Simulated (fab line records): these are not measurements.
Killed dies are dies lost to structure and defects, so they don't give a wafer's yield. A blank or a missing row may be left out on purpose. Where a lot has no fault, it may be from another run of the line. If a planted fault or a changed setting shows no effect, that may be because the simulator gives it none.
8D (eight disciplines) problem report, filled in by code -- flow n5 finfet -- the parts of the form that need people (team, actions taken, sign-off) are left out

## 1. PROBLEM STATEMENT
At N5_BEOL_M0_SAQP_THK_MEAS_05, thk nm averages 64.4 nm over 2 wafers from 2 lots, while fault-free wafers read 59.8 nm, standard deviation 0.7. Relative to the usual mean, that is a shift of +6.6 standard deviations.
The first sign was on wafer L699.5 at day 9 09:05, on film metro-01. At this step, 27 wafers from 9 lots have a number in the record. The rule behind "out" and "out of limits": a value lying over 4 standard deviations away from the usual mean. The rest of the wafers with a number are treated as sound.

## 2. WHAT IT IS, WHAT IT ISN'T
question,is,is not
which readings at this step,thk nm,-
which lots,"L699, L701","L685, L687, L692, L693, L695, L697, L700"
which wafers of those lots,"L699.5, L701.5","L699.3, L699.6, L701.2, L701.4"
read on which gauges,"film metro-01, film metro-02",-
when,from day 9 09:05,"up to then (20 sound wafers); but 5 sound wafers of L700, L701 came after"

## 3. THE SUSPECTS, EACH WITH WHAT RULES IT OUT
Counting: any tool at a process step up to the reading remains a suspect provided it ran every lot that is out. Sound lots after the first of them don't rule it out here, since some wafers of a struck lot are sound.
- the gauge at N5_BEOL_M0_SAQP_THK_MEAS_05 is ruled out. 2 gauges (film metro-01, film metro-02) read the wafers that are out.
- rie diel-02 at N5_MOL_CONTACT_COAG_ETCH_67 (etches SOC in N2/H2, target depth 60 nm, overetch 21 nm, time 101.2 s): kept. It ran every lot that is out, first L699 (day 9 01:55); its last sound lot up to then is L697 (day 8 21:08).
- pecvd-01 at N5_BEOL_M0_SAQP_ILD_DEP_01 (deposits SiOC from DEMS/O2, target thk 45.419 nm, time 8.7 s): kept. It ran every lot that is out, first L699 (day 9 07:47); its last sound lot up to then is L685 (day 5 11:55).
- pecvd-04 at N5_BEOL_M0_SAQP_PECVD_04 (deposits a-Si from SiH4/He, target thk 60 nm, time 60.2 s): kept. It ran every lot that is out, first L699 (day 9 08:59); its last sound lot up to then is L697 (day 9 02:04).
Still standing after the count: rie diel-02 at N5_MOL_CONTACT_COAG_ETCH_67, pecvd-01 at N5_BEOL_M0_SAQP_ILD_DEP_01, pecvd-04 at N5_BEOL_M0_SAQP_PECVD_04.

## 4. THE CAUSE (what the simulator had put in)
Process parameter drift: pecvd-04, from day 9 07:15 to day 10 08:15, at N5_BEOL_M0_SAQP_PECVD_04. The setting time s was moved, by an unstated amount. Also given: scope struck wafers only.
Of the 3 suspects that counting leaves, this tool is one.

## 5. THE CHAIN OF EFFECTS, in route order
Each row: a reading whose mean over the struck wafers that have a number lies more than 3 standard deviations from the usual. Readings are gone through only where the record gives a usual standard deviation; hours: the median, over the lots, of the time from a lot's start at the first step in this table giving one to that lot's start at this step; sigmas: the change measured in usual standard deviations.
hours,step,reading,usual,on struck wafers,change,sigmas
0,N5_BEOL_M0_SAQP_THK_MEAS_05,thk nm,59.8 nm,64.4,+4.6,+6.6
At these later measuring or inspecting steps, every struck wafer for which the step has a row has a number for every such reading, and none has moved that far: N5_BEOL_M4_RC_MEAS_101.

## 6. HOW IT WOULD HAVE BEEN CAUGHT EARLIER
In this record the first reading out of limits at a measuring or inspecting step was taken at day 9 09:05, 2 hours after the fault began at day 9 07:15.
Of the tool readings at N5_BEOL_M0_SAQP_PECVD_04 for which the record gives a usual standard deviation, none was out on any struck wafer, so an alarm limit of 4 standard deviations on them would not have fired.
L701, from the lots that are out (2), started N5_BEOL_M0_SAQP_PECVD_04 on pecvd-04 later than day 9 09:05. Holding the tool at that time would have saved it.
